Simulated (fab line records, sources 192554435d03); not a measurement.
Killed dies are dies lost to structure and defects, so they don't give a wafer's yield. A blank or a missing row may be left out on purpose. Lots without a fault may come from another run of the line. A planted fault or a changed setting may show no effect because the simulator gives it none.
Chamber matching | flow n5_finfet | N5_GATE_CUT_HM_DEP_46 on pecvd-01: 3 sister chambers
The step deposits SiO2 from TEOS/O2, target thk 130 nm, time 26.6 s. 16 wafers are shown with their chamber, then 8 later ones without.

WAFERS WITH THEIR CHAMBER
wafer  | chamber | throttle_valve_pct (%) | showerhead_vpp_V (V) | showerhead_plenum_p_Torr (Torr)
L074.1 | 1       | 20.0                   | 1783                 | 8.39
L074.2 | 0       | 18.3                   | 1912                 | 8.31
L074.3 | 2       | 18.9                   | 1928                 | 8.35
L076.3 | 0       | 18.5                   | 1924                 | 8.29
L076.4 | 2       | 19.0                   | 1962                 | 8.37
L076.6 | 1       | 20.1                   | 1791                 | 8.43
L077.3 | 1       | 19.9                   | 1795                 | 8.41
L077.4 | 0       | 18.3                   | 1905                 | 8.32
L077.6 | 2       | 18.7                   | 1909                 | 8.39
L079.3 | 2       | 18.8                   | 1942                 | 8.39
L079.4 | 0       | 18.3                   | 1890                 | 8.31
L079.6 | 1       | 20.1                   | 1776                 | 8.41
L086.1 | 2       | 19.0                   | 1992                 | 8.38
L086.2 | 0       | 18.3                   | 1900                 | 8.30
L086.4 | 1       | 20.1                   | 1793                 | 8.39
L090.2 | 0       | 18.3                   | 1907                 | 8.31

SIGNATURES (means of the wafers above)
reading                  | chamber 0 | chamber 1 | chamber 2 | scatter within a chamber
throttle_valve_pct       | 18.333    | 20.040    | 18.880    | 0.101
showerhead_vpp_V         | 1906.33   | 1787.60   | 1946.60   | 19.6
showerhead_plenum_p_Torr | 8.3067    | 8.4060    | 8.3760    | 0.0146
Rule: a wafer's distance from a chamber is the root of the sum, over the readings, of the square of ((its reading less the chamber's mean) divided by the reading's scatter). The wafer belongs to the nearest chamber; if the next one is less than 2 further off, it can't be placed. The scatter: the root of (the sum of the squares of (reading less its chamber's mean) over the shown wafers, divided by (wafers less chambers)).

WAFERS WITHOUT THEIR CHAMBER
wafer  | throttle_valve_pct (%) | showerhead_vpp_V (V) | showerhead_plenum_p_Torr (Torr)
L090.3 | 18.9                   | 1940                 | 8.36
L090.4 | 20.0                   | 1782                 | 8.42
L094.4 | 18.6                   | 1905                 | 8.31
L094.5 | 19.8                   | 1806                 | 8.41
L094.6 | 18.8                   | 1935                 | 8.38
L096.1 | 18.7                   | 1888                 | 8.28
L096.2 | 19.9                   | 1774                 | 8.41
L096.4 | 18.5                   | 1923                 | 8.30

WHICH CHAMBER EACH WENT THROUGH
wafer  | from the rows above | in truth
L090.3 | 2                   | 2
L090.4 | 1                   | 1
L094.4 | 0                   | 0
L094.5 | 1                   | 1
L094.6 | 2                   | 2
L096.1 | 0                   | 0
L096.2 | 1                   | 1
L096.4 | 0                   | 0
Placed correctly: 8 of 8. Can't be placed from these rows: 0. Placed wrongly: 0.
